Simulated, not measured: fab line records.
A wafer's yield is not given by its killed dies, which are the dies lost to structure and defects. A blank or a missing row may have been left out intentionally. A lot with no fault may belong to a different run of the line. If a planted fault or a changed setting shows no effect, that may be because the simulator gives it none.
Matching of chambers || flow nand_harc || NHARC_A_STAIRCASE_DEP_156 on pecvd-02 has 3 sister chambers
The step deposits SiNx, target thk 50 nm. 14 wafers are shown with their chamber, then 7 later ones without.

== WAFERS PAIRED WITH THEIR CHAMBERS ==
{"wafer": "L997.2", "chamber": 2, "heater_power_w (W)": 646}
{"wafer": "L997.4", "chamber": 2, "heater_power_w (W)": 645}
{"wafer": "L997.5", "chamber": 1, "heater_power_w (W)": 667}
{"wafer": "L102.1", "chamber": 0, "heater_power_w (W)": 658}
{"wafer": "L102.4", "chamber": 2, "heater_power_w (W)": 636}
{"wafer": "L102.6", "chamber": 0, "heater_power_w (W)": 637}
{"wafer": "L105.1", "chamber": 2, "heater_power_w (W)": 714}
{"wafer": "L105.3", "chamber": 0, "heater_power_w (W)": 639}
{"wafer": "L105.4", "chamber": 0, "heater_power_w (W)": 646}
{"wafer": "L107.4", "chamber": 0, "heater_power_w (W)": 631}
{"wafer": "L107.5", "chamber": 2, "heater_power_w (W)": 697}
{"wafer": "L107.6", "chamber": 1, "heater_power_w (W)": 672}
{"wafer": "L114.1", "chamber": 1, "heater_power_w (W)": 740}
{"wafer": "L114.2", "chamber": 2, "heater_power_w (W)": 767}

SIGNATURES, as means of the wafers listed above
{"reading": "heater_power_w", "chamber 0": 642.20, "chamber 1": 693.00, "chamber 2": 684.17, "scatter within a chamber": 39.3}
Rule: a wafer's distance from a chamber is the root of the sum, over the readings, of the square of ((its reading less the chamber's mean) divided by the reading's scatter). If the next closest chamber is less than 2 further off than the closest, the wafer can't be placed; otherwise it belongs to the closest. The scatter is the square root of a quotient: the sum, over the shown wafers, of each reading's squared deviation from its chamber's mean, divided by wafers minus chambers.

== WAFERS WITHOUT THEIR CHAMBER ==
{"wafer": "L114.6", "heater_power_w (W)": 747}
{"wafer": "L115.2", "heater_power_w (W)": 749}
{"wafer": "L115.5", "heater_power_w (W)": 645}
{"wafer": "L115.6", "heater_power_w (W)": 726}
{"wafer": "L117.3", "heater_power_w (W)": 581}
{"wafer": "L117.4", "heater_power_w (W)": 771}
{"wafer": "L117.6", "heater_power_w (W)": 750}

== CHAMBER TAKEN BY EACH ==
{"wafer": "L114.6", "from the rows above": "can't be placed: 1 or 2 or 0", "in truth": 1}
{"wafer": "L115.2", "from the rows above": "can't be placed: 1 or 2 or 0", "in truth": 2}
{"wafer": "L115.5", "from the rows above": "can't be placed: 0 or 2 or 1", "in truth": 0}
{"wafer": "L115.6", "from the rows above": "can't be placed: 1 or 2 or 0", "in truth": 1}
{"wafer": "L117.3", "from the rows above": "can't be placed: 0 or 2 or 1", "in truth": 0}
{"wafer": "L117.4", "from the rows above": "can't be placed: 1 or 2 or 0", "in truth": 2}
{"wafer": "L117.6", "from the rows above": "can't be placed: 1 or 2 or 0", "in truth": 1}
Correctly placed: 0 of 7. These rows do not allow placing 7 (true chamber among the candidates in 7). 0 placed wrongly.
